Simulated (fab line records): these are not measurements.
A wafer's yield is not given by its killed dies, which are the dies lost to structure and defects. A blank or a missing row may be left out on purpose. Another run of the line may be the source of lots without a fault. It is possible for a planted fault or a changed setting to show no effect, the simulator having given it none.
fab line records	flow nand-harc
record lots=14	wafers=42	last-day=33
route steps=1302 shown P_M0@275 P_M1@310 END@1302
lots that met no fault: from a run of the same line without faults
start-h: hours from the record's opening day to when the first of the lot's shown wafers began	wait-h: hours elapsed since this lot's preceding step	" same as the row above	L1.1+2: several wafers, shown together as one row	- either no value or no given start	* or withheld: withheld	< > ~ a bound
route shown NAME@n: a module of which the file shows steps, and the number in the route of the first	usual: mean and standard deviation over wafers with no fault	same: alike in all rows	chamber/n: place in a boat	sites: per-site readings	_std_site: how widely they spread, as a standard deviation	_edge_site: the outer-site mean with the inner-site mean subtracted	radius-mm: for every site, how far away it sits from the centre of the wafer	mask NAME#n: copy n	behind: the last tool/chamber to shape the wafer	hold: reason for holding the lot/hours on hold/outcome of the hold	device: names the non-switching transistor (n, p or np)	end of line: the same wafers' tests at the end of the route	a step without rows: its recipe alone	killed: count of dies lost to structure and defects at first sort (not the wafer's yield)	map: the dies of a wafer, with x for killed, . for not killed, _ for no die there
set.NAME: setting as actually run; set.NAME@STEP: the setting as run at that earlier step	model.NAME: the simulator's own value behind a step, which no gauge read
the route's steps for a sample of lots (tables are steps, rows are wafers)
services: from which hour (start-h, from the record's first day; less than 0 if before it) a tool's chamber was out of use, for how many hours, and why
## steps
# step NHARC_P_M0_PVD_21
# recipe target-thk-a=300	chamber-pressure-pa=5	power-w=5000	substrate-temp-c=30	time-s=20.49	material=Cu
# usual throttle-valve-pct=30.5/0.73
lot.wafer	tool	chamber	start-h	wait-h	throttle-valve-pct
L908.2	pvd-sputter-01	-	-	-	30.5
L908.4	"	-	"	"	30.6
L908.5	"	-	"	"	30.5
L910.2	pvd-sputter-01	-	-	-	30.7
L910.1	"	-	"	"	30.1
L910.5	"	-	"	"	30.5
L912.1	pvd-sputter-02	-	-	-	30.8
L912.3	"	-	"	"	30.5
L912.5	"	-	"	"	31.5
L911.2	pvd-sputter-02	-	-	-	31.6
L911.1	"	-	"	"	31.0
L911.5	"	-	"	"	31.3
L913.4	pvd-sputter-03	-	-	-	30.1
L913.3	"	-	"	"	31.7
L913.6	"	-	"	"	30.4
L914.2	pvd-sputter-02	-	-	-	31.4
L914.4	"	-	"	"	31.0
L914.6	"	-	"	"	31.5
L915.3	pvd-sputter-03	-	-	-	31.8
L915.2	"	-	"	"	30.8
L915.1	"	-	"	"	28.4
L919.4	pvd-sputter-01	-	-	-	29.8
L919.1	"	-	"	"	30.9
L919.6	"	-	"	"	30.9
L920.3	pvd-sputter-03	-	-	-	28.3
L920.2	"	-	"	"	31.8
L920.5	"	-	"	"	30.2
L921.3	pvd-sputter-03	-	-	-	30.7
L921.2	"	-	"	"	30.2
L921.5	"	-	"	"	30.9
L923.1	pvd-sputter-02	-	-	-	30.8
L923.5	"	-	"	"	29.3
L923.6	"	-	"	"	30.8
L925.1	pvd-sputter-01	-	-	-	30.5
L925.2	"	-	"	"	30.9
L925.3	"	-	"	"	29.7
L927.4	pvd-sputter-02	-	-	-	29.7
L927.3	"	-	"	"	30.9
L927.6	"	-	"	"	31.6
L929.1	pvd-sputter-03	-	-	-	28.6
L929.2	"	-	"	"	30.9
L929.6	"	-	"	"	30.6
# step NHARC_P_M0_DEP_32
# recipe target-thk-a=300	temp-c=370	target-thk-nm=30	pressure-torr=3	flow-sccm=200	rf-w=450	material=SiCN
# usual heater-power-w=616/66
lot.wafer	tool	chamber	start-h	wait-h	heater-power-w
L908.2	pecvd-02	2	143.78	0.1	523
L908.4	"	2	"	"	532
L908.5	"	0	"	"	546
L910.1	pecvd-02	0	163.91	0.1	587
L910.2	"	1	"	"	673
L910.5	"	0	"	"	606
L912.3	pecvd-03	2	182.58	0.1	521
L912.1	"	0	"	"	734
L912.5	"	0	"	"	712
L911.1	pecvd-02	1	183.45	0.1	727
L911.2	"	0	"	"	640
L911.5	"	2	"	"	444
L913.3	pecvd-04	1	197.71	0.1	594
L913.6	"	0	"	"	712
L913.4	"	2	"	"	562
L914.2	pecvd-04	0	220.28	0.1	604
L914.6	"	0	"	"	618
L914.4	"	1	"	"	520
L915.1	pecvd-04	0	230.48	0.1	748
L915.3	"	1	"	"	495
L915.2	"	2	"	"	641
L919.1	pecvd-03	2	250.96	0.1	548
L919.6	"	1	"	"	562
L919.4	"	2	"	"	544
L920.3	pecvd-03	1	274.59	0.1	669
L920.2	"	2	"	"	567
L920.5	"	0	"	"	605
L921.3	pecvd-04	0	284.81	0.1	597
L921.2	"	1	"	"	517
L921.5	"	0	"	"	598
L923.1	pecvd-03	0	294.51	0.1	633
L923.6	"	0	"	"	635
L923.5	"	1	"	"	659
L925.2	pecvd-04	1	313.42	0.1	520
L925.3	"	2	"	"	596
L925.1	"	0	"	"	664
L927.3	pecvd-04	0	332.09	0.1	691
L927.6	"	2	"	"	649
L927.4	"	0	"	"	683
L929.2	pecvd-04	1	356.81	0.1	562
L929.1	"	0	"	"	688
L929.6	"	2	"	"	647
# step NHARC_P_M1_ANNEAL_31
# recipe temp-c=225	time-s=90
# usual anneal-temp-c=224.97/0.18	anneal-temp-c-max=226.3/0.31	wafer_temp_C_max=226.3/0.51
lot.wafer	tool	chamber	start-h	wait-h	anneal-temp-c	anneal-temp-c-max	wafer_temp_C_max
L908.2	rtp-anneal-02	0	146.91	0.3	225.06	226.6	226.3
L908.4	"	0	"	"	224.78	226.2	226.8
L908.5	"	0	"	"	224.70	226.1	226.5
L910.1	rtp-anneal-01	0	167.11	0.3	224.92	225.6	225.7
L910.2	"	0	"	"	225.14	225.9	225.7
L910.5	"	0	"	"	225.02	226.1	225.6
L912.1	rtp-anneal-02	0	185.73	-	225.04	226.5	226.2
L912.3	"	0	"	"	224.66	226.1	226.4
L912.5	"	0	"	"	225.13	226.4	226.8
L911.1	rtp-anneal-02	0	186.66	0.3	224.81	226.6	226.4
L911.2	"	0	"	"	224.80	226.3	226.4
L911.5	"	0	"	"	224.88	226.3	226.6
L913.3	rtp-anneal-02	0	200.95	-	224.91	226.8	227.1
L913.4	"	0	"	"	225.08	226.3	225.9
L913.6	"	0	"	"	224.86	226.5	226.1
L914.2	rtp-anneal-01	0	223.50	-	225.05	225.8	226.0
L914.4	"	0	"	"	225.05	226.2	225.8
L914.6	"	0	"	"	224.66	225.6	225.7
L915.1	rtp-anneal-02	0	233.80	-	225.03	226.3	227.6
L915.2	"	0	"	"	224.91	226.4	226.9
L915.3	"	0	"	"	225.33	226.5	226.3
L919.1	rtp-anneal-01	-	254.07	0.3	-	-	-
L919.4	"	-	"	"	-	-	-
L919.6	"	-	"	"	-	-	-
L920.2	rtp-anneal-02	-	277.82	-	-	-	-
L920.3	"	-	"	"	-	-	-
L920.5	"	-	"	"	-	-	-
L921.2	rtp-anneal-02	0	287.93	0.3	224.95	226.0	226.5
L921.3	"	0	"	"	224.61	226.0	226.7
L921.5	"	0	"	"	224.52	226.0	226.6
L923.1	rtp-anneal-01	0	297.53	0.3	225.16	226.2	225.8
L923.5	"	0	"	"	225.09	226.2	225.8
L923.6	"	0	"	"	225.07	226.0	225.8
L925.1	rtp-anneal-02	0	316.61	0.3	225.02	226.4	226.2
L925.2	"	0	"	"	224.95	226.2	226.6
L925.3	"	0	"	"	224.89	226.0	226.8
L927.3	rtp-anneal-02	0	335.29	-	225.04	226.7	227.0
L927.4	"	0	"	"	225.00	226.4	227.1
L927.6	"	0	"	"	225.26	226.9	226.8
L929.1	rtp-anneal-01	0	359.87	-	225.02	225.9	225.8
L929.2	"	0	"	"	225.09	225.9	225.7
L929.6	"	0	"	"	224.87	226.0	225.5
# step NHARC_P_M1_DEP_33
# recipe target-thk-a=300	temp-c=370	target-thk-nm=30	pressure-torr=3	flow-sccm=200	rf-w=450	material=SiCN
# usual heater-power-w=619/71
lot.wafer	tool	chamber	start-h	wait-h	heater-power-w
L908.2	pecvd-04	2	147.91	0.1	649
L908.5	"	0	"	"	623
L908.4	"	2	"	"	643
L910.2	pecvd-04	1	168.10	0.1	579
L910.1	"	2	"	"	624
L910.5	"	0	"	"	741
L912.3	pecvd-04	2	186.72	0.1	545
L912.1	"	0	"	"	650
L912.5	"	0	"	"	639
L911.1	pecvd-02	0	187.67	0.1	615
L911.2	"	1	"	"	649
L911.5	"	1	"	"	648
L913.3	pecvd-03	2	201.89	0.1	512
L913.6	"	0	"	"	634
L913.4	"	1	"	"	614
L914.2	pecvd-04	1	224.45	0.1	587
L914.4	"	0	"	"	644
L914.6	"	2	"	"	667
L915.3	pecvd-04	1	234.83	0.1	616
L915.1	"	2	"	"	601
L915.2	"	0	"	"	640
L919.1	pecvd-03	2	255.03	0.1	585
L919.6	"	2	"	"	591
L919.4	"	1	"	"	660
L920.3	pecvd-03	1	278.73	0.1	575
L920.2	"	0	"	"	672
L920.5	"	1	"	"	588
L921.3	pecvd-04	1	288.89	0.1	569
L921.2	"	2	"	"	640
L921.5	"	0	"	"	712
L923.1	pecvd-03	2	298.58	0.1	505
L923.6	"	1	"	"	595
L923.5	"	2	"	"	504
L925.1	pecvd-04	2	317.57	0.1	664
L925.2	"	0	"	"	703
L925.3	"	1	"	"	526
L927.3	pecvd-02	0	336.19	0.1	601
L927.6	"	2	"	"	483
L927.4	"	0	"	"	599
L929.1	pecvd-04	1	360.87	0.1	519
L929.2	"	2	"	"	628
L929.6	"	0	"	"	705
# step NHARC_END_SORT_01
# recipe temp-c=25
# usual defect-limited-yield=90.6/2.3	killed-at-array=59/16	killed-at-other=0.8/1.1	killed-at-periphery=3.6/2.4	killed-dies=64/16	killed-open=3.4/1.8	killed-short=2.5/1.6
# same gross-dies=677
lot.wafer	tool	chamber	start-h	wait-h	defect-limited-yield[%]	killed-at-array	killed-at-other	killed-at-periphery	killed-dies	killed-open	killed-short
L910.1	prober-01	0	594.62	2.5	93.1	40	3	4	47	3	2
L910.2	prober-01	0	595.42	2.8	92.6	43	3	4	50	4	8
L910.5	prober-01	0	597.80	3.7	90.4	58	2	5	65	3	2
L919.1	prober-02	0	682.34	2.5	91.1	38	0	22	60	2	3
L919.4	prober-02	0	684.71	3.4	89.1	46	1	27	74	3	3
L919.6	prober-02	0	686.28	3.9	87.6	54	0	30	84	5	4
L920.2	prober-01	0	709.41	2.8	91.1	40	0	20	60	4	1
L920.3	prober-01	0	710.21	3.1	88.9	38	0	37	75	3	0
L920.5	prober-01	0	711.83	3.7	87.7	51	1	31	83	5	6
L925.1	prober-01	0	753.38	2.5	88.8	72	0	4	76	4	1
L925.2	prober-01	0	754.17	2.8	91.4	56	0	2	58	0	1
L925.3	prober-01	0	754.95	3.1	91.9	51	0	4	55	2	3
# killed by level:class
L910.1 A_CHANNEL_HOLE_D2:chamber-film-flake=28 A_STAIRCASE:chamber-film-flake=3 A_CONTACT:chamber-film-flake=3 THIN_TSV:chamber-film-flake=3 P_GATE:chamber-film-flake=2 A_CHANNEL_HOLE_D1:chamber-film-flake=2 P_M1:geometric-particle:open=1 A_CHANNEL_FILL_D1:geometric-particle:short=1
L910.2 A_CHANNEL_HOLE_D2:chamber-film-flake=27 A_CHANNEL_FILL_D2:geometric-particle:short=3 A_ONON_D1:geometric-particle:short=2 P_GATE:chamber-film-flake=2 A_CHANNEL_HOLE_D1:chamber-film-flake=2 A_STAIRCASE:chamber-film-flake=2 THIN_TSV:chamber-film-flake=2 P_M0:geometric-particle:open=1
L910.5 A_CHANNEL_HOLE_D2:chamber-film-flake=37 A_CONTACT:chamber-film-flake=6 A_SLIT:chamber-film-flake=5 A_STAIRCASE:chamber-film-flake=4 A_CHANNEL_HOLE_D1:chamber-film-flake=3 P_M1:chamber-film-flake=2 THIN_TSV:chamber-film-flake=2 P_CONTACT:geometric-particle:open=1
L919.1 A_SLIT:chamber-film-flake=25 P_M1:area-anneal=17 A_CHANNEL_HOLE_D1:chamber-film-flake=5 P_STI:chamber-film-flake=4 A_CONTACT:chamber-film-flake=3 P_M0:geometric-particle:open=1 A_ONON_D1:geometric-particle:short=1 A_DECK1_JOINT:geometric-particle:short=1
L919.4 A_SLIT:chamber-film-flake=29 P_M1:area-anneal=20 A_CHANNEL_HOLE_D1:chamber-film-flake=6 P_STI:chamber-film-flake=4 A_CONTACT:chamber-film-flake=3 P_M0:geometric-particle:open=2 A_CHANNEL_FILL_D1:chamber-film-flake=2 A_STAIRCASE:chamber-film-flake=2
L919.6 A_SLIT:chamber-film-flake=34 P_M1:area-anneal=23 A_CHANNEL_HOLE_D1:chamber-film-flake=6 P_STI:chamber-film-flake=5 A_CONTACT:chamber-film-flake=4 A_CHANNEL_HOLE_D1:geometric-particle:short=2 P_M0:geometric-particle:open=1 P_BONDPAD:geometric-particle:short=1
L920.2 A_CHANNEL_HOLE_D2:chamber-film-flake=21 P_M1:area-anneal=16 A_CHANNEL_HOLE_D1:chamber-film-flake=5 P_CONTACT:chamber-film-flake=3 A_CHANNEL_FILL_D2:chamber-film-flake=3 A_SLIT:chamber-film-flake=3 A_ONON_D2:geometric-particle:short=1 A_CHANNEL_HOLE_D2:geometric-particle:open=1
L920.3 P_M1:area-anneal=30 A_CHANNEL_HOLE_D2:chamber-film-flake=19 A_CHANNEL_HOLE_D1:chamber-film-flake=5 A_SLIT:chamber-film-flake=4 P_CONTACT:chamber-film-flake=4 A_CHANNEL_FILL_D2:chamber-film-flake=3 A_BLC:geometric-particle:open=2 P_STI:chamber-film-flake=2
L920.5 P_M1:area-anneal=24 A_CHANNEL_HOLE_D2:chamber-film-flake=22 A_CHANNEL_HOLE_D1:chamber-film-flake=10 A_CHANNEL_HOLE_D2:geometric-particle:short=4 A_CHANNEL_FILL_D2:chamber-film-flake=4 P_CONTACT:chamber-film-flake=3 A_STAIRCASE:chamber-film-flake=3 A_CHANNEL_FILL_D2:geometric-particle:open=2
L925.1 A_SLIT:chamber-film-flake=36 A_CHANNEL_HOLE_D1:chamber-film-flake=17 A_STAIRCASE:chamber-film-flake=5 A_CHANNEL_HOLE_D2:chamber-film-flake=4 P_STI:chamber-film-flake=2 A_CONTACT:chamber-film-flake=2 A_M0:chamber-film-flake=2 P_M1:geometric-particle:short=1
L925.2 A_SLIT:chamber-film-flake=30 A_CHANNEL_HOLE_D1:chamber-film-flake=14 A_CONTACT:chamber-film-flake=6 P_GATE:chamber-film-flake=2 A_CHANNEL_HOLE_D2:chamber-film-flake=2 A_STAIRCASE:chamber-film-flake=2 A_CHANNEL_HOLE_D1:geometric-particle:short=1 A_CHANNEL_FILL_D2:chamber-film-flake=1
L925.3 A_SLIT:chamber-film-flake=36 A_CHANNEL_HOLE_D1:chamber-film-flake=8 A_CONTACT:chamber-film-flake=2 P_GATE:geometric-particle:open=1 P_CONTACT:geometric-particle:short=1 A_SOURCE_PLATE:geometric-particle:short=1 A_CHANNEL_FILL_D1:geometric-particle:short=1 A_DECK1_JOINT:geometric-particle:open=1
## services
tool	chamber	start-h	hours	kind
pecvd-04	2	126.83	2.4	repair
pecvd-04	1	133.09	7.7	repair
pecvd-03	1	172.74	5.0	repair
pvd-sputter-03	-	180.95	10.0	pm
pecvd-03	-	185.54	13.0	pm
pvd-sputter-03	-	192.77	2.6	repair
pvd-sputter-02	-	207.87	0.5	repair
pvd-sputter-01	-	226.00	10.0	pm
pecvd-02	-	227.24	13.0	pm
pecvd-04	1	261.40	6.8	repair
pecvd-04	-	269.37	13.0	pm
pecvd-04	0	269.37	13.0	vent-cycle
pecvd-04	1	269.37	13.0	vent-cycle
pecvd-04	2	269.37	13.0	vent-cycle
pvd-sputter-02	-	273.09	8.9	repair
pvd-sputter-02	-	282.00	10.0	pm
pecvd-04	0	282.37	-	clean
pecvd-04	1	282.37	-	clean
pvd-sputter-03	-	298.99	0.8	repair
pecvd-03	-	299.93	0.6	repair
pvd-sputter-03	-	303.09	4.9	repair
pvd-sputter-03	-	333.55	8.2	repair
pvd-sputter-03	-	358.95	10.0	pm
pecvd-04	-	360.36	0.3	repair
## key
first-sign step=NHARC_P_M1_ANNEAL_31	reading=tool-record	direction=missing
effect step=NHARC_END_SORT_01	reading=killed-at-periphery	direction=up	sigmas=9.9	usual=3.6	struck=27.8
met-at NHARC_P_M1_ANNEAL_31
struck-lots L919,L920
not-acting-at NHARC_P_M0_PVD_21,NHARC_P_M0_DEP_32,NHARC_P_M1_DEP_33
onset-between 233.80 254.07
fault kind=skipped-step-whole	tool=rtp-anneal-01,rtp-anneal-02	chamber=-	onset-h=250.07	steps=NHARC_P_M1_ANNEAL_31	scope=struck-lots-only
